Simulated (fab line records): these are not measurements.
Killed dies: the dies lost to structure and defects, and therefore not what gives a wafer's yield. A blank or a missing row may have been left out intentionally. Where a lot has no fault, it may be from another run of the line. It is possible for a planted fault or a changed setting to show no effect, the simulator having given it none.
Chamber matching || flow n5-finfet || 4 sister chambers for N5_BEOL_M0_CUTY_ETCH_62 on rie-diel-01
The step etches SiARC in CF4, time 58.5 s. 24 wafers are shown with their chamber, then 12 later ones without.

EACH WAFER AND ITS CHAMBER
{"wafer": "L075.2", "chamber": 2, "drypump-motor-current-A (A)": 6.5, "showerhead-plenum-p-Torr (Torr)": 2.20, "etch-rf-on-time-s (s)": 59.3}
{"wafer": "L075.3", "chamber": 3, "drypump-motor-current-A (A)": 5.6, "showerhead-plenum-p-Torr (Torr)": 2.17, "etch-rf-on-time-s (s)": 56.8}
{"wafer": "L075.6", "chamber": 3, "drypump-motor-current-A (A)": 5.6, "showerhead-plenum-p-Torr (Torr)": 2.17, "etch-rf-on-time-s (s)": 57.1}
{"wafer": "L078.2", "chamber": 1, "drypump-motor-current-A (A)": 5.8, "showerhead-plenum-p-Torr (Torr)": 2.19, "etch-rf-on-time-s (s)": 58.2}
{"wafer": "L078.4", "chamber": 2, "drypump-motor-current-A (A)": 6.4, "showerhead-plenum-p-Torr (Torr)": 2.20, "etch-rf-on-time-s (s)": 59.9}
{"wafer": "L078.6", "chamber": 3, "drypump-motor-current-A (A)": 5.6, "showerhead-plenum-p-Torr (Torr)": 2.17, "etch-rf-on-time-s (s)": 57.0}
{"wafer": "L079.1", "chamber": 1, "drypump-motor-current-A (A)": 5.8, "showerhead-plenum-p-Torr (Torr)": 2.19, "etch-rf-on-time-s (s)": 57.4}
{"wafer": "L079.2", "chamber": 2, "drypump-motor-current-A (A)": 6.4, "showerhead-plenum-p-Torr (Torr)": 2.20, "etch-rf-on-time-s (s)": 59.3}
{"wafer": "L079.4", "chamber": 0, "drypump-motor-current-A (A)": 5.9, "showerhead-plenum-p-Torr (Torr)": 2.04, "etch-rf-on-time-s (s)": 60.9}
{"wafer": "L080.2", "chamber": 2, "drypump-motor-current-A (A)": 6.5, "showerhead-plenum-p-Torr (Torr)": 2.19, "etch-rf-on-time-s (s)": 59.8}
{"wafer": "L080.3", "chamber": 1, "drypump-motor-current-A (A)": 5.8, "showerhead-plenum-p-Torr (Torr)": 2.19, "etch-rf-on-time-s (s)": 58.1}
{"wafer": "L080.6", "chamber": 0, "drypump-motor-current-A (A)": 5.9, "showerhead-plenum-p-Torr (Torr)": 2.04, "etch-rf-on-time-s (s)": 61.8}
{"wafer": "L081.1", "chamber": 0, "drypump-motor-current-A (A)": 5.9, "showerhead-plenum-p-Torr (Torr)": 2.04, "etch-rf-on-time-s (s)": 61.5}
{"wafer": "L081.3", "chamber": 1, "drypump-motor-current-A (A)": 5.8, "showerhead-plenum-p-Torr (Torr)": 2.19, "etch-rf-on-time-s (s)": 58.1}
{"wafer": "L081.6", "chamber": 1, "drypump-motor-current-A (A)": 5.8, "showerhead-plenum-p-Torr (Torr)": 2.19, "etch-rf-on-time-s (s)": 58.0}
{"wafer": "L082.2", "chamber": 1, "drypump-motor-current-A (A)": 5.8, "showerhead-plenum-p-Torr (Torr)": 2.19, "etch-rf-on-time-s (s)": 57.5}
{"wafer": "L082.3", "chamber": 0, "drypump-motor-current-A (A)": 5.9, "showerhead-plenum-p-Torr (Torr)": 2.04, "etch-rf-on-time-s (s)": 60.8}
{"wafer": "L082.6", "chamber": 3, "drypump-motor-current-A (A)": 5.6, "showerhead-plenum-p-Torr (Torr)": 2.16, "etch-rf-on-time-s (s)": 56.4}
{"wafer": "L083.3", "chamber": 0, "drypump-motor-current-A (A)": 5.9, "showerhead-plenum-p-Torr (Torr)": 2.04, "etch-rf-on-time-s (s)": 61.6}
{"wafer": "L083.4", "chamber": 2, "drypump-motor-current-A (A)": 6.5, "showerhead-plenum-p-Torr (Torr)": 2.19, "etch-rf-on-time-s (s)": 59.3}
{"wafer": "L083.5", "chamber": 2, "drypump-motor-current-A (A)": 6.4, "showerhead-plenum-p-Torr (Torr)": 2.19, "etch-rf-on-time-s (s)": 58.8}
{"wafer": "L085.1", "chamber": 1, "drypump-motor-current-A (A)": 5.8, "showerhead-plenum-p-Torr (Torr)": 2.18, "etch-rf-on-time-s (s)": 57.8}
{"wafer": "L085.4", "chamber": 3, "drypump-motor-current-A (A)": 5.6, "showerhead-plenum-p-Torr (Torr)": 2.16, "etch-rf-on-time-s (s)": 56.4}
{"wafer": "L085.5", "chamber": 2, "drypump-motor-current-A (A)": 6.4, "showerhead-plenum-p-Torr (Torr)": 2.19, "etch-rf-on-time-s (s)": 58.1}

SIGNATURES, as means of the wafers listed above
{"reading": "drypump-motor-current-A", "chamber 0": 5.900, "chamber 1": 5.800, "chamber 2": 6.443, "chamber 3": 5.600, "scatter within a chamber": 0.0293}
{"reading": "showerhead-plenum-p-Torr", "chamber 0": 2.0400, "chamber 1": 2.1886, "chamber 2": 2.1943, "chamber 3": 2.1660, "scatter within a chamber": 0.00434}
{"reading": "etch-rf-on-time-s", "chamber 0": 61.320, "chamber 1": 57.871, "chamber 2": 59.214, "chamber 3": 56.740, "scatter within a chamber": 0.451}
Rule: distance of a wafer from a chamber = root of the sum over the readings of ((wafer's reading minus chamber's mean) / reading's scatter) squared. If the next closest chamber is less than 2 further off than the closest, the wafer can't be placed; otherwise it belongs to the closest. The scatter is the square root of a quotient: the sum, over the shown wafers, of each reading's squared deviation from its chamber's mean, divided by wafers minus chambers.

WAFERS WHOSE CHAMBER IS MISSING
{"wafer": "L089.2", "drypump-motor-current-A (A)": 5.6, "showerhead-plenum-p-Torr (Torr)": 2.16, "etch-rf-on-time-s (s)": 56.8}
{"wafer": "L089.3", "drypump-motor-current-A (A)": 5.9, "showerhead-plenum-p-Torr (Torr)": 2.03, "etch-rf-on-time-s (s)": 61.2}
{"wafer": "L089.6", "drypump-motor-current-A (A)": 5.9, "showerhead-plenum-p-Torr (Torr)": 2.03, "etch-rf-on-time-s (s)": 60.9}
{"wafer": "L092.1", "drypump-motor-current-A (A)": 5.8, "showerhead-plenum-p-Torr (Torr)": 2.18, "etch-rf-on-time-s (s)": 57.8}
{"wafer": "L092.2", "drypump-motor-current-A (A)": 6.5, "showerhead-plenum-p-Torr (Torr)": 2.19, "etch-rf-on-time-s (s)": 58.5}
{"wafer": "L092.4", "drypump-motor-current-A (A)": 5.6, "showerhead-plenum-p-Torr (Torr)": 2.16, "etch-rf-on-time-s (s)": 56.4}
{"wafer": "L094.4", "drypump-motor-current-A (A)": 6.4, "showerhead-plenum-p-Torr (Torr)": 2.19, "etch-rf-on-time-s (s)": 57.8}
{"wafer": "L094.5", "drypump-motor-current-A (A)": 5.8, "showerhead-plenum-p-Torr (Torr)": 2.18, "etch-rf-on-time-s (s)": 57.5}
{"wafer": "L094.6", "drypump-motor-current-A (A)": 6.5, "showerhead-plenum-p-Torr (Torr)": 2.19, "etch-rf-on-time-s (s)": 57.8}
{"wafer": "L097.3", "drypump-motor-current-A (A)": 5.8, "showerhead-plenum-p-Torr (Torr)": 2.18, "etch-rf-on-time-s (s)": 57.6}
{"wafer": "L097.4", "drypump-motor-current-A (A)": 6.5, "showerhead-plenum-p-Torr (Torr)": 2.18, "etch-rf-on-time-s (s)": 57.5}
{"wafer": "L097.6", "drypump-motor-current-A (A)": 5.6, "showerhead-plenum-p-Torr (Torr)": 2.15, "etch-rf-on-time-s (s)": 56.8}

EACH ONE'S CHAMBER
{"wafer": "L089.2", "from the rows above": 3, "in truth": 3}
{"wafer": "L089.3", "from the rows above": 0, "in truth": 0}
{"wafer": "L089.6", "from the rows above": 0, "in truth": 0}
{"wafer": "L092.1", "from the rows above": 1, "in truth": 1}
{"wafer": "L092.2", "from the rows above": 2, "in truth": 2}
{"wafer": "L092.4", "from the rows above": 3, "in truth": 3}
{"wafer": "L094.4", "from the rows above": 2, "in truth": 2}
{"wafer": "L094.5", "from the rows above": 1, "in truth": 1}
{"wafer": "L094.6", "from the rows above": 2, "in truth": 2}
{"wafer": "L097.3", "from the rows above": 1, "in truth": 1}
{"wafer": "L097.4", "from the rows above": 2, "in truth": 2}
{"wafer": "L097.6", "from the rows above": 3, "in truth": 3}
Correct placement for 12 of the 12. Not placeable from these rows: 0. Placed wrongly: 0.
